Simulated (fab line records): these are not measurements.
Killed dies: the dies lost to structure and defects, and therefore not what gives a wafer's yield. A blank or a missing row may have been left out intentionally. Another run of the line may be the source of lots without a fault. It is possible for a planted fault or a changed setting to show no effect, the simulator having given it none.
A single fault, viewed from 2 desks + flow n5_finfet + numbers are kept per desk, each desk with only its own; the story behind them comes last

THE DEFECT DESK
Inspection counts along the route, by lot: the mean over sampled wafers that carry a number. A lot is out of limits, marked OUT, if its mean lies more than 4 standard deviations from the usual mean; the brackets give that distance.
Columns: A = raw_defect_count at N5_BEOL_M10_INSPECT_30, usual 431
| lot  | first seen here | A   |
|------|-----------------|-----|
| L715 | day 10 15:26    | 424 |
| L718 | day 11 15:05    | 500 |
| L720 | day 12 08:19    | 495 |
| L721 | day 12 18:50    | 476 |
| L722 | day 12 21:20    | 528 |
| L723 | day 13 13:13    | 426 |
| L729 | day 14 07:07    | 459 |
| L730 | day 15 01:41    | 261 |
| L733 | day 15 18:38    | 468 |
This desk's verdict: no lot among the 9 shows anything out of limits.

THE METROLOGY DESK
Lot by lot, what the gauges showed, no matter which tool ran the lot: averages of those sampled wafers that carry a number. A lot is out of limits, marked OUT, if its mean lies more than 4 standard deviations from the usual mean; the brackets give that distance. It has 11 readings, of which 7 appear: the earliest out of limits, and the ones furthest out on some lot.
Columns: A = DIBL_N at N5_BEOL_M4_RC_MEAS_101, usual 36.3 mV/V; B = DIBL_P at N5_BEOL_M4_RC_MEAS_101, usual 36.5 mV/V; C = IOFF_N at N5_BEOL_M4_RC_MEAS_101, usual 0.16 nA/um; D = ION_N at N5_BEOL_M4_RC_MEAS_101, usual 675 uA/um; E = SS_N at N5_BEOL_M4_RC_MEAS_101, usual 71.6 mV/dec; F = SS_P at N5_BEOL_M4_RC_MEAS_101, usual 73.3 mV/dec; G = cd_nm at N5_BEOL_M10_CD_MEAS_28, usual 69.8 nm
| lot  | first seen here | A    | B    | C    | D   | E    | F    | G               |
|------|-----------------|------|------|------|-----|------|------|-----------------|
| L715 | day 8 14:51     | 35.5 | 35.7 | 0.15 | 680 | 71.3 | 72.4 | 70.8            |
| L718 | day 9 15:35     | 34.9 | 35.5 | 0.14 | 658 | 71.5 | 72.8 | 70.6            |
| L720 | day 10 07:21    | 34.6 | 35.0 | 0.14 | 681 | 70.9 | 73.5 | 69.7            |
| L721 | day 10 09:15    | 35.2 | 35.0 | 0.15 | 669 | 71.2 | 72.6 | 68.7            |
| L722 | day 10 15:11    | 36.8 | 37.7 | 0.18 | 681 | 71.9 | 73.3 | 70.2            |
| L723 | day 11 11:26    | 39.2 | 39.0 | 0.21 | 674 | 73.3 | 74.3 | 75.7 (+5.3) OUT |
| L729 | day 12 03:55    | 37.0 | 36.3 | 0.16 | 669 | 71.6 | 73.1 | 71.0            |
| L730 | day 13 00:05    | 34.3 | 33.9 | 0.14 | 677 | 71.5 | 73.2 | 70.1            |
| L733 | day 13 10:06    | 35.4 | 36.6 | 0.16 | 675 | 71.7 | 73.7 | 69.2            |
This desk's verdict: out of limits on L723, starting with L723 at day 13 13:10 (cd_nm at N5_BEOL_M10_CD_MEAS_28). Within limits: L715, L718, L720, L721, L722, L729, L730, L733.

TAKEN TOGETHER
Metrology desk: alarm possible at day 13 13:10 on L723.
Nothing the defect desk looked at was out of limits.
The defect desk has L723 on record, within its limits.
The lots listed all ran N5_BEOL_M10_PEB_26 on litho_track-02.

WHAT WAS PUT IN BY THE SIMULATOR
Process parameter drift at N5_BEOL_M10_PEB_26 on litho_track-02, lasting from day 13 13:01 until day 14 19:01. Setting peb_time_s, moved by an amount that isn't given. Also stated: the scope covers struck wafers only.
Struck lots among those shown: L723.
Hours from the fault's start to each desk's first reading out of limits: the metrology desk, 0.
